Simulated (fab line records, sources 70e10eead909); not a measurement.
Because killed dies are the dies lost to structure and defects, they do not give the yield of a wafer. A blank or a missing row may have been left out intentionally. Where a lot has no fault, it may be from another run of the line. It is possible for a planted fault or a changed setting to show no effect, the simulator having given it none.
2 desks looking at one fault / flow nand harc / each desk holds nothing but its own numbers, with what lay behind them at the end

FROM THE METROLOGY DESK
What the gauges read for every lot (on any tool): the sampled wafers with a number, averaged. Any lot whose mean is over 4 standard deviations away from the usual mean is out of limits and marked OUT; that distance is given in the brackets.
Columns: A = thk nm at NHARC_A_ONON_D1_THK_MEAS_08, usual 1000 nm; B = thk nm at NHARC_A_ONON_D1_THK_MEAS_34, usual 200 nm
lot=L284; first seen here=day 8 06:30; A=1014; B=201
lot=L285; first seen here=day 8 14:49; A=1001; B=199
lot=L286; first seen here=day 9 01:57; A=991; B=201
lot=L287; first seen here=day 9 02:05; A=998; B=200
lot=L288; first seen here=day 9 18:26; A=988; B=201
lot=L289; first seen here=day 10 11:05; A=1007; B=199
lot=L290; first seen here=day 10 18:32; A=1018; B=204
lot=L292; first seen here=day 11 17:38; A=1002; B=200
lot=L293; first seen here=day 11 23:52; A=999; B=199
lot=L294; first seen here=day 12 04:55; A=995; B=198
lot=L295; first seen here=day 12 19:03; A=998; B=198
lot=L298; first seen here=day 13 21:00; A=994; B=200
lot=L301; first seen here=day 15 02:16; A=988; B=198
lot=L300; first seen here=day 15 02:16; A=1020; B=204
lot=L305; first seen here=day 16 22:57; A=998; B=200
Finding of this desk: none of the 15 lots has anything out of limits.

THE TOOL OWNER'S DESK: rie diel-13
The tool's own readings at NHARC_A_CHANNEL_HOLE_D1_ETCH_39 (etches the open film in N2/H2, target depth 260 nm, time 325 s): means of the sampled wafers that have a number, for each lot that ran on this tool. Any lot whose mean is over 4 standard deviations away from the usual mean is out of limits and marked OUT; that distance is given in the brackets.
Columns: A = drypump motor current A at NHARC_A_CHANNEL_HOLE_D1_ETCH_39, usual 5.8 A; B = oes product au at NHARC_A_CHANNEL_HOLE_D1_ETCH_39, usual 0.997 a.u.; C = rf vpp V at NHARC_A_CHANNEL_HOLE_D1_ETCH_39, usual 430.7 V; D = run length s at NHARC_A_CHANNEL_HOLE_D1_ETCH_39, usual 346.4 s; E = showerhead plenum p Torr at NHARC_A_CHANNEL_HOLE_D1_ETCH_39, usual 2.04 Torr; F = throttle valve pct at NHARC_A_CHANNEL_HOLE_D1_ETCH_39, usual 14.171 %
lot=L284; first seen here=day 8 22:58; A=5.8; B=1.002; C=430.6; D=346.2; E=2.03; F=14.168
lot=L285; first seen here=day 9 09:41; A=5.8; B=1.001; C=430.7; D=346.1; E=2.06; F=14.173
lot=L286; first seen here=day 9 16:42; A=5.6; B=1.000; C=428.8; D=346.2; E=2.00; F=14.173
lot=L287; first seen here=day 9 16:58; A=5.7; B=0.992; C=430.5; D=346.4; E=2.05; F=14.165
lot=L289; first seen here=day 11 04:31; A=5.7; B=1.001; C=430.8; D=346.0; E=2.03; F=14.173
lot=L290; first seen here=day 11 14:55; A=5.7; B=0.996; C=431.1; D=346.2; E=2.03; F=14.186
lot=L292; first seen here=day 12 09:19; A=5.8; B=1.006; C=430.1; D=346.5; E=2.03; F=14.177
lot=L295; first seen here=day 13 10:25; A=5.8; B=0.993; C=431.6; D=346.6; E=2.08; F=14.165
lot=L298; first seen here=day 14 12:46; A=5.8; B=1.002; C=431.6; D=265.6 (-99 or more) OUT; E=2.05; F=14.163
lot=L300; first seen here=day 15 17:52; A=6.0; B=0.994; C=431.4; D=306.8 (-78) OUT; E=2.10; F=14.162
lot=L301; first seen here=day 15 18:13; A=5.7; B=0.999; C=431.2; D=305.5 (-80) OUT; E=2.04; F=14.157
This desk finds L298, L300, L301 out of limits, L298 being first, at day 14 12:46 (run length s at NHARC_A_CHANNEL_HOLE_D1_ETCH_39). L284, L285, L286, L287, L289, L290, L292, L295 stayed within limits.

TAKEN TOGETHER
An alarm could have come from the tool owner's desk at day 14 12:46, on L298, L300, L301.
Metrology desk: nothing out of limits seen.
The metrology desk has L298, L300, L301 on record, within its limits.
Every lot named ran NHARC_A_CHANNEL_HOLE_D1_ETCH_39 on rie diel-13.

WHAT HAD BEEN PUT IN BY THE SIMULATOR
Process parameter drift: rie diel-13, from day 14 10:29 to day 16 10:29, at NHARC_A_CHANNEL_HOLE_D1_ETCH_39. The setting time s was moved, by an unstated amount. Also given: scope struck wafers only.
Lots struck among those shown: L298, L300, L301.
How many hours passed from the start of the fault until each desk's first out-of-limits reading: the tool owner's desk, 2.
